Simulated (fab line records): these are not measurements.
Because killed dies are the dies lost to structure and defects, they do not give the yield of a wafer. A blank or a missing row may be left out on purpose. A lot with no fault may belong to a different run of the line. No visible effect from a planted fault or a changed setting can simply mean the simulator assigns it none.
Matching of chambers | flow nand_harc | NHARC_P_CONTACT_STRIP_28 on rie_diel-12: 4 sister chambers
The step strips in O2. 16 wafers are shown with their chamber, then 8 later ones without.

== WAFERS, EACH WITH ITS CHAMBER ==
wafer  | chamber | showerhead_plenum_p_Torr (Torr) | rf_vpp_V (V) | oes_product_au (a.u.)
L834.1 | 2       | 3.66                            | 58.9         | 1.020
L834.4 | 1       | 3.75                            | 58.1         | 1.021
L834.5 | 3       | 3.68                            | 58.0         | 0.996
L837.2 | 1       | 3.75                            | 59.0         | 1.003
L837.4 | 2       | 3.66                            | 56.9         | 1.021
L837.5 | 1       | 3.75                            | 57.8         | 1.012
L843.2 | 2       | 3.65                            | 57.0         | 1.010
L843.3 | 3       | 3.67                            | 57.2         | 1.000
L843.6 | 0       | 3.66                            | 56.3         | 0.995
L849.2 | 2       | 3.65                            | 57.1         | 1.004
L849.3 | 1       | 3.75                            | 56.5         | 1.012
L849.4 | 0       | 3.66                            | 56.5         | 1.009
L850.2 | 2       | 3.65                            | 59.0         | 1.000
L850.4 | 1       | 3.75                            | 58.2         | 0.994
L850.6 | 3       | 3.67                            | 58.0         | 0.984
L851.1 | 1       | 3.75                            | 58.5         | 1.005

SIGNATURES (averages over the wafers above)
reading                  | chamber 0 | chamber 1 | chamber 2 | chamber 3 | scatter within a chamber
showerhead_plenum_p_Torr | 3.6600    | 3.7500    | 3.6540    | 3.6733    | 0.00394
rf_vpp_V                 | 56.400    | 58.017    | 57.780    | 57.733    | 0.848
oes_product_au           | 1.00200   | 1.00783   | 1.01100   | 0.99333   | 0.00922
Rule: for each reading, subtract the chamber's mean from the wafer's reading, divide by that reading's scatter and square the result; add these up over the readings and take the root, which gives the wafer's distance from the chamber. The wafer belongs to the nearest chamber; if the next one is less than 2 further off, it can't be placed. How the scatter is found: for the shown wafers, subtract from each reading the mean of its chamber, square and add these, divide the total by (wafers less chambers), then take the root.

== WAFERS WITHOUT THEIR CHAMBER ==
wafer  | showerhead_plenum_p_Torr (Torr) | rf_vpp_V (V) | oes_product_au (a.u.)
L851.2 | 3.66                            | 59.1         | 0.997
L851.5 | 3.75                            | 58.2         | 1.006
L853.1 | 3.75                            | 58.7         | 1.001
L853.2 | 3.65                            | 58.3         | 1.001
L853.6 | 3.67                            | 58.0         | 0.994
L855.1 | 3.75                            | 58.5         | 1.011
L855.3 | 3.65                            | 58.9         | 1.022
L855.5 | 3.66                            | 58.4         | 0.990

== THE CHAMBER EACH PASSED THROUGH ==
wafer  | from the rows above          | in truth
L851.2 | can't be placed: 2 or 0 or 3 | 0
L851.5 | 1                            | 1
L853.1 | 1                            | 1
L853.2 | can't be placed: 2 or 0      | 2
L853.6 | 3                            | 3
L855.1 | 1                            | 1
L855.3 | 2                            | 2
L855.5 | can't be placed: 0 or 2 or 3 | 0
Correctly placed: 5 of 8. Cannot be placed on the basis of these rows: 3; the candidates contain the true chamber in 3. Placed wrongly: 0.
